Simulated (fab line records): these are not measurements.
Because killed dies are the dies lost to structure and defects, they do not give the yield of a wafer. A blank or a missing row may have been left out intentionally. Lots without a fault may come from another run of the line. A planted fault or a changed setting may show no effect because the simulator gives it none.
A single fault, viewed from 3 desks / flow n5_finfet / only its own numbers are on each desk; what lay behind them is given at the end

THE DEFECT DESK
Counts from the inspections along the route, per lot, as means over the sampled wafers that have a number. The brackets show how far a lot's mean lies from the usual mean; more than 4 standard deviations puts the lot out of limits, marked OUT.
Columns: A = raw_defect_count at N5_BEOL_M6_INSPECT_58, usual 69
lot=L390; first seen here=day 9 06:22; A=72
lot=L392; first seen here=day 9 12:19; A=60
lot=L393; first seen here=day 9 14:51; A=108
lot=L395; first seen here=day 10 08:16; A=59
lot=L397; first seen here=day 10 08:31; A=76
lot=L396; first seen here=day 10 14:14; A=32
lot=L405; first seen here=day 12 12:27; A=84
lot=L406; first seen here=day 13 01:41; A=42
lot=L407; first seen here=day 13 07:07; A=73
lot=L409; first seen here=day 13 11:10; A=54
lot=L408; first seen here=day 13 13:12; A=83
lot=L411; first seen here=day 14 02:25; A=79
Result from this desk: across the 12 lots, nothing is out of limits.

FROM THE METROLOGY DESK
What the gauges read for every lot (on any tool): the sampled wafers with a number, averaged. The brackets show how far a lot's mean lies from the usual mean; more than 4 standard deviations puts the lot out of limits, marked OUT.
Columns: A = cd_nm at N5_BEOL_M6_CD_MEAS_35, usual 40.1 nm
lot=L390; first seen here=day 9 03:53; A=39.8
lot=L392; first seen here=day 9 08:26; A=40.0
lot=L393; first seen here=day 9 12:43; A=40.6
lot=L395; first seen here=day 10 06:00; A=40.4
lot=L397; first seen here=day 10 06:11; A=40.4
lot=L396; first seen here=day 10 11:34; A=40.0
lot=L405; first seen here=day 12 09:33; A=39.8
lot=L406; first seen here=day 12 22:59; A=40.5
lot=L407; first seen here=day 13 04:55; A=40.2
lot=L409; first seen here=day 13 08:49; A=39.3
lot=L408; first seen here=day 13 09:05; A=40.5
lot=L411; first seen here=day 14 00:13; A=40.5
Result from this desk: across the 12 lots, nothing is out of limits.

TOOL OWNER'S DESK, cvd_co-01
The tool's own readings at N5_BEOL_M6_CVD_78 (deposits Co from CCTBA/H2, target thk 2 nm, time 142.3 s): means of the sampled wafers that have a number, for each lot that ran on this tool. The brackets show how far a lot's mean lies from the usual mean; more than 4 standard deviations puts the lot out of limits, marked OUT.
Columns: A = run_length_s at N5_BEOL_M6_CVD_78, usual 165.2 s
lot=L390; first seen here=day 9 05:05; A=164.6
lot=L392; first seen here=day 9 09:47; A=165.0
lot=L395; first seen here=day 10 07:05; A=165.1
lot=L397; first seen here=day 10 07:11; A=165.4
lot=L396; first seen here=day 10 13:06; A=164.7
lot=L405; first seen here=day 12 11:11; A=164.8
lot=L406; first seen here=day 13 00:30; A=182.8 (+39) OUT
lot=L407; first seen here=day 13 06:03; A=201.1 (+80) OUT
This desk finds L406, L407 out of limits, L406 being first, at day 13 00:30 (run_length_s at N5_BEOL_M6_CVD_78). In limits: L390, L392, L395, L397, L396, L405.

ALL TOGETHER
At day 13 00:30, on L406, L407, the tool owner's desk was in a position to raise an alarm.
No out-of-limits result turned up at the defect desk.
From the metrology desk's view, nothing was out of limits.
The defect desk has L406, L407 on record, within its limits.
The metrology desk holds a record of L406, L407, inside its limits.
Every lot named ran N5_BEOL_M6_CVD_78 on cvd_co-01.

WHAT THE SIMULATOR HAD PUT IN
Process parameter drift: cvd_co-01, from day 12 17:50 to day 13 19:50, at N5_BEOL_M6_CVD_78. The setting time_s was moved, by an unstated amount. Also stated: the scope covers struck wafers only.
Lots struck among those shown: L406, L407.
Delay in hours, fault start to first out-of-limits reading, by desk: the tool owner's desk at 7.
